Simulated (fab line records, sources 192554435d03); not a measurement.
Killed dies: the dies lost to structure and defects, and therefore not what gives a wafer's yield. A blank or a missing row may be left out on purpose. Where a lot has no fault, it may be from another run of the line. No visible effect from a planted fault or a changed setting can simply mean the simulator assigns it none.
fab line records | flow n5_finfet
[record] lots = 7 wafers = 21
route steps=1938 shown BEOL_M11@1536 BEOL_M12@1637 BEOL_M13@1696 BEOL_M14@1716
start_h: hours from the record's first day to the start of the lot's first wafer shown | wait_h: hours from the lot's prior step to this one | " same as the row above | L1.1+2: a single row standing in for several wafers | - no value present, or no start provided | * or withheld: withheld | < > ~ a bound
route shown NAME@n: names a module that has steps shown in the file, with the first one's number in the route | usual: the fault-free wafers' mean and standard deviation | same: alike in all rows | chamber/n: place in a boat | sites: the reading at each site | _std_site: how widely they spread, as a standard deviation | _edge_site: outer sites' mean less inner sites' | radius_mm: for every site, how far away it sits from the centre of the wafer | mask NAME#n: copy n | behind: the most recent tool/chamber to have shaped the wafer | hold: reason for holding the lot/hours on hold/outcome of the hold | device: names the non-switching transistor (n, p or np) | end of line: tests run on the same wafers once the route is complete | for a step that has no rows: nothing shown but its recipe | killed: count of dies lost to structure and defects at first sort (not the wafer's yield) | map: per-die view of a wafer (x killed, . not killed, _ where there is no die)
set.NAME: the setting as run; set.NAME@STEP: as run at that earlier step | model.NAME: the simulator's own value behind a step, which no gauge read
lots where settings were altered on purpose, with a table for each step and a row for each wafer
[[steps]]
[step N5_BEOL_M11_ILD_DEP_00]
[recipe] material = SiCOH_lowk target_thk_a = 3085.1 temp_c = 300 precursor = DEMS/porogen pressure_torr = 5 rf_w = 500 time_s = 58
// columns lot.wafer tool chamber start_h wait_h set.time_s model.SiCOH_lowk_of_BEOL_M11_ILD_DEP_00.thk_nm
L084.3 pecvd-03 2 384.31 0.0 61.63 325
L084.4 " 2 " " 61.63 334.4
L084.5 " 0 " " 58 312
L090.1 pecvd-03 1 397.97 0.0 58 308
L090.2 " 0 " " 54.46 287
L090.5 " 1 " " 58 312.2
L088.1 pecvd-02 1 414.75 0.0 64.39 341.8
L088.4 " 1 " " 58 312.2
L088.5 " 2 " " 64.39 347.2
L087.1 pecvd-02 2 414.99 0.0 63.83 338.4
L087.5 " 0 " " 58 310
L087.6 " 1 " " 58 314.4
L096.3 pecvd-01 2 427.04 0.0 58 303.6
L096.5 " 0 " " 58 311.6
L096.6 " 1 " " 58 310.8
L093.2 pecvd-01 1 446.19 0.0 61.96 322
L093.4 " 2 " " 58 309
L093.5 " 0 " " 61.96 332.4
L095.1 pecvd-02 1 446.85 0.0 58 312.8
L095.2 " 0 " " 58 311
L095.5 " 0 " " 61.64 335
[step N5_BEOL_M11_CURE_71]
[recipe] temp_c = 385 time_s = 240 ambient = He/Ar material = SiCOH_lowk
// columns lot.wafer tool chamber start_h wait_h set.time_s@BEOL_M11_ILD_DEP_00 model.SiCOH_lowk_of_BEOL_M11_ILD_DEP_00.thk_nm
L084.3 uv_cure-03 0 385.20 0.9 61.63 282.6
L084.4 " 0 " " 61.63 290.8
L084.5 " 0 " " 58 271.2
L090.1 uv_cure-03 1 398.05 0.0 58 267.6
L090.2 " 1 " " 54.46 249
L090.5 " 1 " " 58 271.2
L088.1 uv_cure-03 2 414.83 0.0 64.39 297.4
L088.4 " 2 " " 58 271.2
L088.5 " 2 " " 64.39 302.2
L087.1 uv_cure-03 0 415.31 0.3 63.83 294.4
L087.5 " 0 " " 58 269.2
L087.6 " 0 " " 58 273.2
L096.3 uv_cure-02 2 427.28 0.2 58 263.6
L096.5 " 2 " " 58 270.8
L096.6 " 2 " " 58 270
L093.2 uv_cure-02 1 446.35 0.1 61.96 280
L093.4 " 1 " " 58 268.4
L093.5 " 1 " " 61.96 289.2
L095.1 uv_cure-03 0 447.15 0.3 58 271.8
L095.2 " 0 " " 58 270.2
L095.5 " 0 " " 61.64 291.4
[step N5_BEOL_M11_THK_MEAS_01]
[recipe] reads = SiCOH_lowk_of_BEOL_M11_ILD_DEP_00
[usual] M11_ILD_THK = 270/3.3
// columns lot.wafer tool chamber start_h wait_h set.time_s@BEOL_M11_ILD_DEP_00 M11_ILD_THK[nm]
L084.3 film_metro-02 - 385.55 0.3 61.63 282
L084.4 " - " " 61.63 291
L084.5 " - " " 58 271
L090.1 film_metro-02 - 398.56 0.4 58 268
L090.2 " - " " 54.46 249
L090.5 " - " " 58 271
L088.1 film_metro-01 - 415.34 0.4 64.39 297
L088.4 " - " " 58 272
L088.5 " - " " 64.39 302
L087.1 film_metro-02 - 415.82 0.4 63.83 294
L087.5 " - " " 58 269
L087.6 " - " " 58 273
L096.3 film_metro-01 - 427.64 0.3 58 264
L096.5 " - " " 58 271
L096.6 " - " " 58 270
L093.2 film_metro-02 - 446.78 0.4 61.96 280
L093.4 " - " " 58 269
L093.5 " - " " 61.96 289
L095.1 film_metro-02 - 447.66 0.4 58 272
L095.2 " - " " 58 270
L095.5 " - " " 61.64 291
[step N5_BEOL_M11_COAT_59]
[recipe] resist = SOC temp_c = 250 time_s = 60 spin_rpm = 1500 resist_thk_nm = 100
// columns lot.wafer tool chamber start_h wait_h set.spin_rpm model.SOC_of_BEOL_M11_COAT_59.thk_nm
L084.3 litho_track-01 0 388.06 0.1 1626 96.6
L084.4 " 0 " " 1500 100.6
L084.5 " 0 " " 1626 96.4
L090.1 litho_track-01 0 400.37 0.1 1370 104.6
L090.2 " 0 " " 1370 104.2
L090.5 " 0 " " 1500 99.8
L088.1 litho_track-03 0 418.07 0.1 1500 100
L088.4 " 0 " " 1500 100.2
L088.5 " 0 " " 1500 99.6
L087.1+6 litho_track-02 0 418.13 0.1 1500 99.8
L087.5 " 0 " " 1500 100
L096.3 litho_track-01 0 428.77 0.1 1500 100.2
L096.5 " 0 " " 1500 100
L096.6 " 0 " " 1500 100.4
L093.2 litho_track-03 0 448.13 0.1 1544 98.4
L093.4 " 0 " " 1500 100.2
L093.5 " 0 " " 1500 100.6
L095.1 litho_track-03 0 448.37 0.1 1550 98.4
L095.2 " 0 " " 1500 100
L095.5 " 0 " " 1550 98.2
[step N5_BEOL_M11_COAT_60]
[recipe] resist = SiARC temp_c = 220 time_s = 60 spin_rpm = 1500 resist_thk_nm = 30
[step N5_BEOL_M11_COAT_05]
[recipe] resist = CAR-ArF spin_rpm = 1500 resist_thk_nm = 90
[step N5_BEOL_M11_DESCUM_16]
[recipe] chemistry = O2 time_s = 7.9 source_power_w = 50 bias_power_w = 20 pressure_mtorr = 20 rf_frequency_hz = 2.712e+07 temp_c = 40 resist = CAR-ArF o2_flow_sccm = 225
[step N5_BEOL_M11_ETCH_61]
[recipe] chemistry = CF4 target = SiARC target_depth_a = 390 mask_material = CAR-ArF time_s = 65 ion_energy_ev = 80 pressure_mtorr = 40 source_w = 545 bias_w = 36 Ar_flow_sccm = 100 cf4_flow_sccm = 100 ends = cleared
[step N5_BEOL_M11_ETCH_62]
[recipe] chemistry = N2/H2 target = SOC target_depth_a = 1100 overetch_a = 220 mask_material = SiARC temp_c = 40 time_s = 165 ion_energy_ev = 200 pressure_mtorr = 30 source_w = 840 bias_w = 150 n2_flow_sccm = 200 h2_flow_sccm = 200
// columns lot.wafer tool chamber start_h wait_h set.spin_rpm@BEOL_M11_COAT_59 model.etch.depth_nm
L084.3 rie_diel-05 1 389.30 0.0 1626 96.53
L084.4 " 3 " " 1500 100.5
L084.5 " 2 " " 1626 96.38
L090.1 rie_diel-06 0 400.93 0.0 1370 104.5
L090.2 " 2 " " 1370 104.2
L090.5 " 2 " " 1500 99.82
L088.1 rie_diel-05 0 418.62 0.0 1500 99.94
L088.4 " 1 " " 1500 100.1
L088.5 " 0 " " 1500 99.69
L087.1 rie_diel-05 2 419.15 0.0 1500 99.8
L087.5 " 1 " " 1500 99.92
L087.6 " 2 " " 1500 99.78
L096.3 rie_diel-06 0 429.29 0.0 1500 100.2
L096.5 " 2 " " 1500 100.1
L096.6 " 3 " " 1500 100.3
L093.2 rie_diel-06 1 449.13 0.0 1544 98.42
L093.4 " 2 " " 1500 100.2
L093.5 " 3 " " 1500 100.5
L095.1 rie_diel-02 1 449.26 0.0 1550 98.41
L095.2 " 2 " " 1500 100
L095.5 " 2 " " 1550 98.17
[step N5_BEOL_M11_STRIP_68]
[recipe] chemistry = N2/H2 temp_c = 40 n2_flow_sccm = 200 h2_flow_sccm = 200 rf_frequency_hz = 6e+07
[step N5_BEOL_M11_STRIP_67]
[recipe] chemistry = CF4 resist = SiARC power_w = 300 bias_power_w = 75 pressure_mtorr = 50 cf4_flow_sccm = 150 rf_frequency_hz = 6e+07
[step N5_BEOL_M11_HM_OPEN_17]
[recipe] chemistry = Cl2/BCl3 target_depth_a = 200 overetch_a = 60 target = TiN mask_material = SOC ion_energy_ev = 150 pressure_mtorr = 10 icp_w = 1000 bias_w = 126 Cl2_flow_sccm = 53.25 bcl3_flow_sccm = 21.75 Ar_flow_sccm = 25
// columns lot.wafer tool chamber start_h wait_h set.spin_rpm@BEOL_M11_COAT_59 model.SOC_of_BEOL_M11_COAT_59.thk_nm
L084.3 rie_metal-03 1 389.51 0.1 1626 88.6
L084.4 " 0 " " 1500 92
L084.5 " 0 " " 1626 88
L090.1 rie_metal-03 0 401.12 0.0 1370 96.2
L090.2 " 1 " " 1370 96.4
L090.5 " 1 " " 1500 92
L088.1 rie_metal-01 0 418.82 0.0 1500 92
L088.4 " 1 " " 1500 92.2
L088.5 " 1 " " 1500 91.8
L087.1 rie_metal-02 1 419.35 0.0 1500 92.2
L087.5 " 1 " " 1500 92.4
L087.6 " 0 " " 1500 91.6
L096.3+5 rie_metal-03 0,1 429.51 0.1 1500 91.8
L096.6 " 0 " " 1500 92
L093.2 rie_metal-01 1 449.32 0.0 1544 90.4
L093.4 " 0 " " 1500 92.4
L093.5 " 1 " " 1500 92.6
L095.1 rie_metal-01 1 449.45 0.0 1550 90.4
L095.2 " 0 " " 1500 92.2
L095.5 " 0 " " 1550 90.2
[step N5_BEOL_M12_ETCH_68]
[recipe] chemistry = N2/H2 target = SOC mask_material = SiARC source_w = 3000 bias_w = 350 temp_c = 40 time_s = 285 ion_energy_ev = 200 pressure_mtorr = 30 n2_flow_sccm = 200 h2_flow_sccm = 200
// columns lot.wafer tool chamber start_h wait_h set.time_s model.SiARC_of_BEOL_M12_COAT_66.thk_nm
L084.3+4 rie_diel-01 3,0 399.04 0.1 242.7 89.8
L084.5 " 3 " " 285 86
L090.1 rie_diel-01 3 408.24 0.1 241.5 89.4
L090.2 " 1 " " 285 86
L090.5 " 3 " " 285 85.2
L087.1 rie_diel-03 2 428.07 0.1 285 85.8
L087.5 " 2 " " 223.4 91.2
L087.6 " 1 " " 285 86.6
L088.1 rie_diel-03 1 428.62 0.1 285 86
L088.4 " 2 " " 285 85.4
L088.5 " 2 " " 327.6 81.2
L096.3 rie_diel-03 1 437.46 0.1 285 86.6
L096.5 " 1 " " 285 86.4
L096.6 " 2 " " 285 85.2
L093.2 rie_diel-03 1 456.30 0.1 227.3 91.6
L093.4 " 3 " " 227.3 91.8
L093.5 " 2 " " 285 85.6
L095.1 rie_diel-04 0 457.51 0.1 285 87
L095.2+5 " 2 " " 235 90.4
[step N5_BEOL_M12_ETCH_38]
[recipe] chemistry = CF4/N2 target = SiCN target_depth_a = 687 taper_deg = 2 time_s = 73.4 ion_energy_ev = 150 mask_material = SiO2 pressure_mtorr = 40 source_w = 430 bias_w = 70 Ar_flow_sccm = 100 cf4_flow_sccm = 60 n2_flow_sccm = 60
// columns lot.wafer tool chamber start_h wait_h set.time_s model.etch.depth_nm
L084.3 rie_diel-04 0 400.79 - 81.29 66.28
L084.4 " 2 " " 73.4 59.39
L084.5 " 3 " " 81.29 62.66
L090.1 rie_diel-04 0 410.24 - 88.69 72.88
L090.2 " 1 " " 88.69 73.13
L090.5 " 1 " " 73.4 60.23
L087.1 rie_diel-04 2 428.59 - 73.4 58.93
L087.5 " 2 " " 73.4 58.84
L087.6 " 1 " " 73.4 60.32
L088.1 rie_diel-03 3 429.09 - 73.4 55.51
L088.4 " 0 " " 81.75 68.09
L088.5 " 0 " " 81.75 68.27
L096.3 rie_diel-04 0 444.41 - 73.4 60.53
L096.5 " 0 " " 73.4 59.78
L096.6 " 3 " " 73.4 55.44
L093.2 rie_diel-04 3 457.88 - 60.43 45.86
L093.4 " 1 " " 60.43 50.21
L093.5 " 3 " " 60.43 45.42
L095.1 rie_diel-04 0 458.21 - 73.4 60.18
L095.2 " 3 " " 73.4 55.32
L095.5 " 1 " " 73.4 60.98
[step N5_BEOL_M13_TRENCH_ETCH_34]
[recipe] chemistry = C4F8/O2/Ar target = SiOC target_depth_a = 4134.7 mask_material = SOC pressure_mtorr = 30 source_w = 3000 bias_w = 700 Ar_flow_sccm = 400 C4F8_flow_sccm = 15 O2_flow_sccm = 8 he_inner_torr = 15 he_outer_torr = 30 time_s = 162.6 ion_energy_ev = 250
// columns lot.wafer tool chamber start_h wait_h set.time_s model.etch.depth_nm
L084.3 rie_diel-02 1 404.96 0.0 135.1 336.1
L084.4 " 0 " " 162.6 415.9
L084.5 " 2 " " 135.1 347.6
L090.1 rie_diel-05 1 414.31 0.0 162.6 407.6
L090.2 " 0 " " 162.6 413.8
L090.5 " 2 " " 162.6 408.9
L087.1 rie_diel-02 0 433.03 0.0 162.6 418.5
L087.5 " 3 " " 162.6 408.7
L087.6 " 0 " " 162.6 416.7
L088.1 rie_diel-05 2 433.39 0.0 174.5 438.5
L088.4 " 1 " " 174.5 442.8
L088.5 " 2 " " 174.5 433.2
L096.3 rie_diel-02 3 448.62 0.0 162.6 414.9
L096.5 " 0 " " 162.6 415.6
L096.6 " 3 " " 162.6 407.2
L093.2 rie_diel-06 3 461.81 0.0 188.4 483.9
L093.4 " 2 " " 162.6 426.5
L093.5 " 1 " " 162.6 397.8
L095.1 rie_diel-06 3 462.53 0.0 198.8 514.4
L095.2 " 2 " " 162.6 421.3
L095.5 " 2 " " 162.6 425.4
[step N5_BEOL_M13_STRIP_70]
[recipe] chemistry = C4F8/O2/Ar resist = SiARC rf_frequency_hz = 6e+07
[step N5_BEOL_M13_OCD_MEAS_35]
[usual] trench_depth_nm = 410/9.6
// columns lot.wafer tool chamber start_h wait_h set.time_s@BEOL_M13_TRENCH_ETCH_34 trench_depth_nm
L084.3 ocd-01 - 405.14 0.0 135.1 336
L084.4 " - " " 162.6 416
L084.5 " - " " 135.1 348
L090.1 ocd-01 - 414.49 0.0 162.6 407
L090.2 " - " " 162.6 413
L090.5 " - " " 162.6 409
L087.1 ocd-01 - 433.20 0.0 162.6 418
L087.5 " - " " 162.6 408
L087.6 " - " " 162.6 417
L088.1 ocd-02 - 433.57 0.0 174.5 439
L088.4 " - " " 174.5 443
L088.5 " - " " 174.5 433
L096.3 ocd-01 - 448.79 0.0 162.6 415
L096.5 " - " " 162.6 416
L096.6 " - " " 162.6 407
L093.2 ocd-01 - 461.98 0.0 188.4 484
L093.4 " - " " 162.6 426
L093.5 " - " " 162.6 397
L095.1 ocd-01 - 462.71 0.0 198.8 514
L095.2 " - " " 162.6 421
L095.5 " - " " 162.6 425
[step N5_BEOL_M13_STRIP_37]
[recipe] chemistry = N2/H2 power_w = 1000 temp_c = 250 h2_frac = 0.65 overash_fraction = 0.3 pressure_mtorr = withheld n2_flow_sccm = 1750 h2_flow_sccm = 3250
[step N5_BEOL_M13_ETCH_38]
[recipe] chemistry = CF4/N2 target = SiCN target_depth_a = 675 taper_deg = 2 time_s = 71.9 ion_energy_ev = 150 mask_material = SiO2 pressure_mtorr = 40 source_w = 430 bias_w = 70 Ar_flow_sccm = 100 cf4_flow_sccm = 60 n2_flow_sccm = 60
[step N5_BEOL_M13_ECD_47]
[recipe] material = Cu target_thk_a = 9360
[step N5_BEOL_M13_ANNEAL_48]
[recipe] temp_c = 225 time_s = 90 ambient = N2
[step N5_BEOL_M13_CMP_49]
[recipe] stop_on = SiOC t_overpolish_s = 17.1 down_force_psi = 1 platen_rpm = 50 clearing_platen_down_force_psi = 1.5 clearing_platen_rpm = 50 post_cmp_clean = cu_alkaline target_thk_nm = 420 clearing_platen_pad_velocity_m_s = 0.99484 pad_velocity_m_s = 0.99484
// columns lot.wafer tool chamber start_h wait_h set.time_s@BEOL_M13_TRENCH_ETCH_34 model.Cu_of_BEOL_M13_ECD_47.thk_nm
L084.4 cmp-01 3 407.66 0.2 162.6 423
L084.3 " 1 " " 135.1 342.6
L084.5 " 2 " " 135.1 352.8
L090.1 cmp-01 3 419.54 0.3 162.6 414.6
L090.2 " 0 " " 162.6 421.6
L090.5 " 2 " " 162.6 414.2
L087.1 cmp-03 3 437.71 0.3 162.6 423.2
L087.5 " 2 " " 162.6 415.2
L087.6 " 3 " " 162.6 421.6
L088.1 cmp-03 0 438.28 0.3 174.5 445.6
L088.4 " 1 " " 174.5 451.6
L088.5 " 3 " " 174.5 439.8
L096.3 cmp-03 1 452.33 0.3 162.6 422.2
L096.5 " 0 " " 162.6 421
L096.6 " 1 " " 162.6 413.8
L093.4 cmp-04 3 464.16 0.2 162.6 431.4
L093.2 " 0 " " 188.4 489
L093.5 " 3 " " 162.6 402.8
L095.1 cmp-03 3 464.41 0.3 198.8 521.2
L095.2 " 0 " " 162.6 428
L095.5 " 3 " " 162.6 431.2
[step N5_BEOL_M13_THK_MEAS_50]
[recipe] thk_meas_gauge = xrf reads = Cu_of_BEOL_M13_ECD_47
[usual] M13_THK = 420/10
// columns lot.wafer tool chamber start_h wait_h set.time_s@BEOL_M13_TRENCH_ETCH_34 M13_THK[nm]
L084.3 film_metro-01 - 407.92 - 135.1 342
L084.4 " - " " 162.6 425
L084.5 " - " " 135.1 354
L090.1 film_metro-01 - 419.79 - 162.6 416
L090.2 " - " " 162.6 423
L090.5 " - " " 162.6 416
L087.1 film_metro-02 - 437.96 - 162.6 428
L087.5 " - " " 162.6 419
L087.6 " - " " 162.6 426
L088.1 film_metro-01 - 438.54 - 174.5 446
L088.4 " - " " 174.5 452
L088.5 " - " " 174.5 441
L096.3 film_metro-02 - 452.58 - 162.6 429
L096.5 " - " " 162.6 427
L096.6 " - " " 162.6 419
L093.2 film_metro-02 - 464.42 - 188.4 494
L093.4 " - " " 162.6 437
L093.5 " - " " 162.6 406
L095.1 film_metro-02 - 464.71 - 198.8 523
L095.2 " - " " 162.6 430
L095.5 " - " " 162.6 434
[step N5_BEOL_M13_PRE_CLEAN_52]
[recipe] gas = NH3 time_s = 15 temp_c = withheld rf_power_w = 300
[step N5_BEOL_M13_DEP_53]
[recipe] material = SiCN target_thk_a = 500 temp_c = withheld precursor = 3MS/NH3 pressure_torr = 3 rf_w = 675 time_s = 17.8
[step N5_BEOL_M13_RS_MEAS_54]
[recipe] thk_meas_gauge = four-point-probe reads = Cu_of_BEOL_M13_ECD_47+Ta_of_BEOL_M13_SPUTTER_44+TaN_of_BEOL_M13_SPUTTER_43
[usual] M13_RS = 0.0453/0.0011
// columns lot.wafer tool chamber start_h wait_h set.time_s@BEOL_M13_TRENCH_ETCH_34 M13_RS[ohm/sq]
L084.3 film_metro-01 - 408.05 0.1 135.1 0.0553
L084.4 " - " " 162.6 0.0444
L084.5 " - " " 135.1 0.0537
L090.1 film_metro-01 - 419.92 0.0 162.6 0.0454
L090.2 " - " " 162.6 0.0446
L090.5 " - " " 162.6 0.0455
L087.1 film_metro-02 - 438.09 0.0 162.6 0.0447
L087.5 " - " " 162.6 0.0456
L087.6 " - " " 162.6 0.0449
L088.1 film_metro-02 - 438.67 0.0 174.5 0.0423
L088.4 " - " " 174.5 0.0418
L088.5 " - " " 174.5 0.0430
L096.3 film_metro-01 - 452.71 0.1 162.6 0.0447
L096.5 " - " " 162.6 0.0447
L096.6 " - " " 162.6 0.0455
L093.2 film_metro-02 - 464.55 0.1 188.4 0.0385
L093.4 " - " " 162.6 0.0438
L093.5 " - " " 162.6 0.0470
L095.1 film_metro-01 - 464.84 0.1 198.8 0.0360
L095.2 " - " " 162.6 0.0439
L095.5 " - " " 162.6 0.0437
[step N5_BEOL_M14_ILD_DEP_00]
[recipe] material = SiO2 target_thk_a = 11193 temp_c = 400 precursor = TEOS/O2 pressure_torr = 6.5 rf_w = 900 teos_flow_sccm = 161.4 gas = O2 flow_sccm = 2650 time_s = 237.4
// columns lot.wafer tool chamber start_h wait_h set.time_s model.SiO2_of_BEOL_M14_ILD_DEP_00.thk_nm
L084.3+5 pecvd-02 0 408.27 0.2 237.4 1143
L084.4 " 0 " " 267.3 1284
L090.1 pecvd-04 0 419.99 0.0 237.4 1117
L090.2 " 1 " " 268.7 1250
L090.5 " 2 " " 268.7 1283
L087.1 pecvd-04 0 438.15 0.0 237.4 1118
L087.5 " 1 " " 237.4 1110
L087.6 " 0 " " 237.4 1136
L088.1 pecvd-03 0 438.73 0.0 212.7 992.4
L088.4 " 2 " " 237.4 1105
L088.5 " 0 " " 237.4 1122
L096.3 pecvd-04 1 452.85 0.1 237.4 1132
L096.5 " 0 " " 237.4 1131
L096.6 " 1 " " 237.4 1119
L093.2 pecvd-03 2 464.61 0.0 255 1184
L093.4 " 2 " " 255 1200
L093.5 " 0 " " 237.4 1124
L095.1 pecvd-04 0 464.90 0.0 237.4 1123
L095.2 " 1 " " 237.4 1091
L095.5 " 1 " " 204.8 972.4
[step N5_BEOL_M14_THK_MEAS_01]
[recipe] reads = SiO2_of_BEOL_M14_ILD_DEP_00
[usual] M14_ILD_THK = 1120/16
// columns lot.wafer tool chamber start_h wait_h set.time_s@BEOL_M14_ILD_DEP_00 M14_ILD_THK[nm]
L084.3 film_metro-01 - 408.62 0.3 237.4 1144
L084.4 " - " " 267.3 1285
L084.5 " - " " 237.4 1143
L090.1 film_metro-01 - 420.18 0.1 237.4 1117
L090.2 " - " " 268.7 1249
L090.5 " - " " 268.7 1283
L087.1 film_metro-02 - 438.34 0.1 237.4 1118
L087.5 " - " " 237.4 1109
L087.6 " - " " 237.4 1135
L088.1 film_metro-02 - 438.92 0.1 212.7 993
L088.4 " - " " 237.4 1105
L088.5 " - " " 237.4 1123
L096.3 film_metro-01 - 453.04 0.1 237.4 1131
L096.5 " - " " 237.4 1130
L096.6 " - " " 237.4 1119
L093.2 film_metro-02 - 464.80 0.1 255 1183
L093.4 " - " " 255 1200
L093.5 " - " " 237.4 1124
L095.1 film_metro-02 - 465.11 0.1 237.4 1122
L095.2 " - " " 237.4 1091
L095.5 " - " " 204.8 972
[[key]]
[split] step = N5_BEOL_M11_ILD_DEP_00 setting = time_s stated = 58 by = wafer
[response] step = N5_BEOL_M11_ILD_DEP_00 reading = model.SiCOH_lowk_of_BEOL_M11_ILD_DEP_00.thk_nm change = +2.96 per = 1% r = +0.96
[response] step = N5_BEOL_M11_CURE_71 reading = model.SiCOH_lowk_of_BEOL_M11_ILD_DEP_00.thk_nm change = +2.62 per = 1% r = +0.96
[response] step = N5_BEOL_M11_THK_MEAS_01 reading = M11_ILD_THK change = +2.6 per = 1% r = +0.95
[split] step = N5_BEOL_M11_COAT_59 setting = spin_rpm stated = 1500 by = wafer
[response] step = N5_BEOL_M11_COAT_59 reading = model.SOC_of_BEOL_M11_COAT_59.thk_nm change = -0.519 per = 1% r = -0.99
[response] step = N5_BEOL_M11_ETCH_62 reading = model.etch.depth_nm change = -0.514 per = 1% r = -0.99
[response] step = N5_BEOL_M11_HM_OPEN_17 reading = model.SOC_of_BEOL_M11_COAT_59.thk_nm change = -0.489 per = 1% r = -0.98
[split] step = N5_BEOL_M12_ETCH_68 setting = time_s stated = 285 by = wafer
[response] step = N5_BEOL_M12_ETCH_68 reading = model.SiARC_of_BEOL_M12_COAT_66.thk_nm change = -0.254 per = 1% r = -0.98
[split] step = N5_BEOL_M12_ETCH_38 setting = time_s stated = 73.4 by = wafer
[response] step = N5_BEOL_M12_ETCH_38 reading = model.etch.depth_nm change = +0.685 per = 1% r = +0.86
[split] step = N5_BEOL_M13_TRENCH_ETCH_34 setting = time_s stated = 162.6 by = wafer
[response] step = N5_BEOL_M13_TRENCH_ETCH_34 reading = model.etch.depth_nm change = +4.27 per = 1% r = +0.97
[response] step = N5_BEOL_M13_OCD_MEAS_35 reading = trench_depth_nm change = +4.27 per = 1% r = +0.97
[response] step = N5_BEOL_M13_CMP_49 reading = model.Cu_of_BEOL_M13_ECD_47.thk_nm change = +4.31 per = 1% r = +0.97
[response] step = N5_BEOL_M13_THK_MEAS_50 reading = M13_THK change = +4.33 per = 1% r = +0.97
[response] step = N5_BEOL_M13_RS_MEAS_54 reading = M13_RS change = -0.00044 per = 1% r = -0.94
[split] step = N5_BEOL_M14_ILD_DEP_00 setting = time_s stated = 237.4 by = wafer
[response] step = N5_BEOL_M14_ILD_DEP_00 reading = model.SiO2_of_BEOL_M14_ILD_DEP_00.thk_nm change = +10.7 per = 1% r = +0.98
[response] step = N5_BEOL_M14_THK_MEAS_01 reading = M14_ILD_THK change = +10.7 per = 1% r = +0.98
